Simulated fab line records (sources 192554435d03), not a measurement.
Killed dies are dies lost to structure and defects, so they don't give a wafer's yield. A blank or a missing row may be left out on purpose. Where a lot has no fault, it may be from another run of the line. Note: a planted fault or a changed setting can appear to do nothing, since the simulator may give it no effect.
Matching of chambers ; flow n5Finfet ; N5_MOL_CONTACT_COAG_ETCH_47 on rieDiel-03: 4 sister chambers
The step etches SiNx in CH3F/O2, stops on W, target depth 27 nm. 16 wafers are shown with their chamber, then 8 later ones without.

## WAFERS PAIRED WITH THEIR CHAMBERS
wafer;chamber;showerheadPlenumPTorr (Torr);throttleValvePct (%);drypumpMotorCurrentA (A)
L075.1;1;1.96;15.98;6.6
L075.2;0;2.00;16.39;5.3
L075.3;2;2.07;16.84;6.0
L076.1;1;1.96;16.00;6.6
L076.2;3;1.98;16.32;5.5
L076.4;0;2.00;16.42;5.3
L077.2;0;2.00;16.39;5.4
L077.3;1;1.96;16.00;6.6
L077.5;0;2.00;16.41;5.4
L080.4;2;2.07;16.85;6.0
L080.5;0;2.00;16.44;5.3
L080.6;3;1.98;16.32;5.5
L084.1;0;2.00;16.43;5.3
L084.2;2;2.07;16.86;5.9
L084.6;3;1.97;16.34;5.5
L087.1;0;2.00;16.45;5.3

SIGNATURES, as means of the wafers listed above
reading;chamber 0;chamber 1;chamber 2;chamber 3;scatter within a chamber
showerheadPlenumPTorr;2.0000;1.9600;2.0700;1.9767;0.00236
throttleValvePct;16.4186;15.9933;16.8500;16.3267;0.0183
drypumpMotorCurrentA;5.329;6.600;5.967;5.500;0.0418
Rule: for each reading, subtract the chamber's mean from the wafer's reading, divide by that reading's scatter and square the result; add these up over the readings and take the root, which gives the wafer's distance from the chamber. If the next closest chamber is less than 2 further off than the closest, the wafer can't be placed; otherwise it belongs to the closest. The scatter: take each reading less its chamber's mean, square it, sum over the shown wafers, divide by the number of wafers less the number of chambers, and take the root.

## WAFERS WHOSE CHAMBER IS MISSING
wafer;showerheadPlenumPTorr (Torr);throttleValvePct (%);drypumpMotorCurrentA (A)
L087.5;1.97;16.36;5.5
L087.6;2.00;16.46;5.3
L088.1;1.97;16.36;5.5
L088.4;1.95;16.05;6.6
L088.5;1.97;16.35;5.5
L093.1;1.99;16.47;5.4
L093.4;1.95;16.06;6.6
L093.6;1.96;16.38;5.5

## THE CHAMBER EACH PASSED THROUGH
wafer;from the rows above;in truth
L087.5;3;3
L087.6;0;0
L088.1;3;3
L088.4;1;1
L088.5;3;3
L093.1;0;0
L093.4;1;1
L093.6;3;3
Correctly placed: 8 of 8. Left unplaced by these rows: 0. Number placed wrongly: 0.
